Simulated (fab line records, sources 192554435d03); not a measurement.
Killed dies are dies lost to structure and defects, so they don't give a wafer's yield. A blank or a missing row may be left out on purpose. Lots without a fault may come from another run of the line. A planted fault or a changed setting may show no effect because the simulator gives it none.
Chamber matching | flow n5_finfet | N5_BEOL_M10_CMP_52 on cmp-01: 4 sister chambers
The step polishes, stops on SiCOH lowk, t overpolish 7 s, target thk 140 nm. 4 wafers are shown with their chamber, then 8 later ones without.

WAFERS WITH THEIR CHAMBER
wafer  | chamber | motor_current_A (A)
L082.3 | 1       | 7.2
L082.4 | 3       | 5.1
L082.6 | 2       | 5.6
L084.2 | 0       | 5.5

WAFERS WITHOUT THEIR CHAMBER
wafer  | motor_current_A (A)
L084.4 | 5.9
L084.6 | 4.9
L086.2 | 5.6
L086.5 | 7.2
L086.6 | 5.8
L090.1 | 5.5
L090.3 | 7.3
L090.5 | 5.6

WHICH CHAMBER EACH WENT THROUGH
wafer  | from the rows above     | in truth
L084.4 | can't be placed: 2 or 0 | 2
L084.6 | 3                       | 3
L086.2 | can't be placed: 2 or 0 | 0
L086.5 | 1                       | 1
L086.6 | can't be placed: 2 or 0 | 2
L090.1 | can't be placed: 0 or 2 | 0
L090.3 | 1                       | 1
L090.5 | can't be placed: 2 or 0 | 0
Placed correctly: 3 of 8. Can't be placed from these rows: 5 (the true chamber is among the candidates in 5). Placed wrongly: 0.
How it was worked out, from the rows above alone: a wafer's distance from a chamber is the root of the sum, over the readings, of the square of ((its reading less the chamber's mean) divided by the reading's scatter). The wafer belongs to the nearest chamber; if the next one is less than 2 further off, it can't be placed. A chamber's mean is the mean of its shown wafers. The scatter: with one shown wafer a chamber, the root of the mean of the squares of how far each hidden wafer lies from its nearest shown one.
